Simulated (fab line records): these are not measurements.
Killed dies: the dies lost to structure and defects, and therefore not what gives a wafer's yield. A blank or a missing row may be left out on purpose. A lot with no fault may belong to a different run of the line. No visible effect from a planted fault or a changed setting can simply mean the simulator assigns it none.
8D (eight disciplines) problem report, filled in by code / flow n5Finfet / the parts of the form that need people (team, actions taken, sign-off) are left out

1. WHAT WENT WRONG
Wafers without a fault read 62 s, standard deviation 3.6; timeToEndpointS at N5_BEOL_M6_CMP_52 reads a mean of 37 s on 4 wafers belonging to 2 lots. That is -7.0 standard deviations from the usual mean.
The step: polishes, stops on SiCOH lowk, t overpolish 6.9 s, target thk 80 nm.
The first sign was on wafer L679.2 at day 13 17:44, on cmp-01. The record has a number at this step for 32 wafers belonging to 11 lots. Rule for "out" (also "out of limits"): further than 4 standard deviations from the usual mean. The rest of the wafers with a number are treated as sound.

2. WHAT IT IS, AND WHAT IT ISN'T
question=which readings at this step | is=timeToEndpointS | is not=motorCurrentA
question=which lots | is=L679, L682 | is not=L670, L671, L673, L674, L676, L689, L690, L691, L692
question=which wafers of those lots | is=L679.2, L679.6, L682.2, L682.6 | is not=L679.3
question=read on which tools | is=cmp-01, cmp-03 | is not=cmp-04
question=when | is=from day 13 17:44 | is not=up to then (16 sound wafers); but 12 sound wafers of L689, L690, L691, L692 came after

3. WHAT RULES OUT EACH SUSPECT
Counting: if a tool at a process step up to the reading ran every lot that is out, it stays a suspect. Sound lots after the first of them don't rule it out here, since some wafers of a struck lot are sound.
- rieDiel-01 at N5_BEOL_M6_STRIP_36 (strips in N2/H2): kept. Ran every lot that is out, first one L679 (day 13 14:14); last sound lot up to then L673 (day 11 22:57).
- ecdCu-01 at N5_BEOL_M6_ECD_50 (material Cu, target thk 300 nm): kept. Ran every lot that is out, first one L679 (day 13 17:14); last sound lot up to then L676 (day 12 20:08).
The count leaves ecdCu-01 at N5_BEOL_M6_ECD_50 and rieDiel-01 at N5_BEOL_M6_STRIP_36.

4. THE CAUSE (what the simulator had put in)
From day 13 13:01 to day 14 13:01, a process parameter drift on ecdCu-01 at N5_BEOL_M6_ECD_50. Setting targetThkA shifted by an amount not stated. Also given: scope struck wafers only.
Counting left 2 suspects, and this tool is among them.

5. SEQUENCE OF EFFECTS, ordered by route
Rows list readings where the struck wafers' mean (over those with a number) sits beyond 3 standard deviations from the usual. Only readings for which the record gives a usual standard deviation are gone through. hours: the time from each lot's start at the first step in this table that gives one to its start at this step, as a median over the lots. sigmas: the change in usual standard deviations.
hours=0; step=N5_BEOL_M6_CMP_52; reading=timeToEndpointS; usual=62 s; on struck wafers=37; change=-25; sigmas=-7.0
The process steps in it:
- N5_BEOL_M6_CMP_52: polishes, stops on SiCOH lowk, t overpolish 6.9 s, target thk 80 nm.
Later steps that measure or inspect, where all struck wafers having a row at the step show a number for every such reading and not one has moved that far: N5_BEOL_M6_THK_MEAS_53.

6. HOW IT WOULD HAVE BEEN CAUGHT EARLIER
5 hours passed between the start of the fault at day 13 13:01 and the first reading out of limits in this record, taken at day 13 17:44.
Of the lots that are out (2), L682 began N5_BEOL_M6_ECD_50 on ecdCu-01 after day 13 17:44. Putting the tool on hold at that point would have spared it.
